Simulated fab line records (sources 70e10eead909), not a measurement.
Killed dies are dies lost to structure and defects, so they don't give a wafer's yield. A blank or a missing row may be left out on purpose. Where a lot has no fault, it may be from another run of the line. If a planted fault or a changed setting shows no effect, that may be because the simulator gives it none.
Matching of chambers	flow nand_harc	3 sister chambers for NHARC_A_M1_PRE_CLEAN_32 on pecvd-03
The step time 12 s. 14 wafers are shown with their chamber, then 7 later ones without.

## WAFERS WITH THEIR CHAMBER
wafer	chamber	heater_power_w (W)
L075.2	0	864
L075.4	0	854
L075.5	1	730
L079.2	1	754
L079.3	2	715
L079.5	1	770
L081.1	2	679
L081.3	1	774
L081.5	0	818
L088.2	1	742
L088.4	0	860
L088.5	1	738
L089.1	1	702
L089.2	0	841

SIGNATURES, as means of the wafers listed above
reading	chamber 0	chamber 1	chamber 2	scatter within a chamber
heater_power_w	847.40	744.29	697.00	22.8
Rule: for each reading, subtract the chamber's mean from the wafer's reading, divide by that reading's scatter and square the result; add these up over the readings and take the root, which gives the wafer's distance from the chamber. The wafer belongs to the nearest chamber; if the next one is less than 2 further off, it can't be placed. The scatter is the square root of a quotient: the sum, over the shown wafers, of each reading's squared deviation from its chamber's mean, divided by wafers minus chambers.

## WAFERS MISSING THEIR CHAMBER
wafer	heater_power_w (W)
L089.4	718
L089.3	707
L089.5	833
L089.6	710
L090.1	664
L090.2	744
L090.3	818

## WHICH CHAMBER EACH ONE RAN IN
wafer	from the rows above	in truth
L089.4	can't be placed: 2 or 1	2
L089.3	can't be placed: 2 or 1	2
L089.5	0	0
L089.6	can't be placed: 2 or 1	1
L090.1	2	2
L090.2	1	1
L090.3	can't be placed: 0 or 1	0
Correct placement for 3 of the 7. Not placeable from these rows: 4 (in 4, the candidates include the true chamber). 0 placed wrongly.
